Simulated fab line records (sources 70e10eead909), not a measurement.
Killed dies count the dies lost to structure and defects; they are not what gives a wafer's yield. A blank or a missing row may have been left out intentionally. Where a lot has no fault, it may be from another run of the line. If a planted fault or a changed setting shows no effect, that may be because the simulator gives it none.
One fault through the eyes of 2 desks ; flow nand_harc ; numbers are kept per desk, each desk with only its own; the story behind them comes last

== AT THE METROLOGY DESK ==
Lot by lot, what the gauges showed, no matter which tool ran the lot: averages of those sampled wafers that carry a number. Marked OUT: a lot whose mean sits more than 4 standard deviations from the usual mean, which makes it out of limits; the brackets give that distance.
Columns: A = thk_nm at NHARC_A_M0_THK_MEAS_24, usual 113.9 nm
lot;first seen here;A
L166;day 22 16:26;112.7
L167;day 23 08:13;111.5
L169;day 24 02:19;114.2
L170;day 24 19:14;112.8
L175;day 27 01:05;113.5
L176;day 27 10:42;113.4
L181;day 28 18:51;113.4
L184;day 30 04:11;115.2
L185;day 31 00:34;116.4
L186;day 31 01:50;116.2
L188;day 31 13:21;113.3
L187;day 31 13:34;112.8
L189;day 33 16:36;114.3
This desk found nothing out of limits on any of the 13 lots.

== DESK OF THE TOOL OWNER: litho_track-06 ==
At NHARC_A_M1_SOFTBAKE_04 (time 55 s), the tool's own readings, given per lot that ran on this tool as the mean of the sampled wafers with a number. Marked OUT: a lot whose mean sits more than 4 standard deviations from the usual mean, which makes it out of limits; the brackets give that distance.
Columns: A = heater_power_total_W at NHARC_A_M1_SOFTBAKE_04, usual 188.45 W
lot;first seen here;A
L169;day 24 03:00;188.47
L170;day 24 20:00;188.32
L175;day 27 02:00;200.11 (+83) OUT
L176;day 27 12:00;200.17 (+84) OUT
L186;day 31 02:00;188.41
L188;day 31 14:00;188.51
L189;day 33 17:00;188.33
This desk's finding: out of limits on L175, L176; first on L175, day 27 02:00 (heater_power_total_W at NHARC_A_M1_SOFTBAKE_04). In limits: L169, L170, L186, L188, L189.

== ALL TOGETHER ==
The tool owner's desk had the chance to raise an alarm at day 27 02:00 on L175, L176.
The metrology desk saw nothing out of limits.
The metrology desk holds a record of L175, L176, inside its limits.
Every lot named ran NHARC_A_M1_SOFTBAKE_04 on litho_track-06.

== WHAT THE SIMULATOR HAD INSERTED ==
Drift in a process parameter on litho_track-06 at NHARC_A_M1_SOFTBAKE_04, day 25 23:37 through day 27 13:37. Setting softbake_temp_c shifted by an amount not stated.
Struck lots among those shown: L175, L176.
Hours from the fault's start to each desk's first reading out of limits: the tool owner's desk, 26.
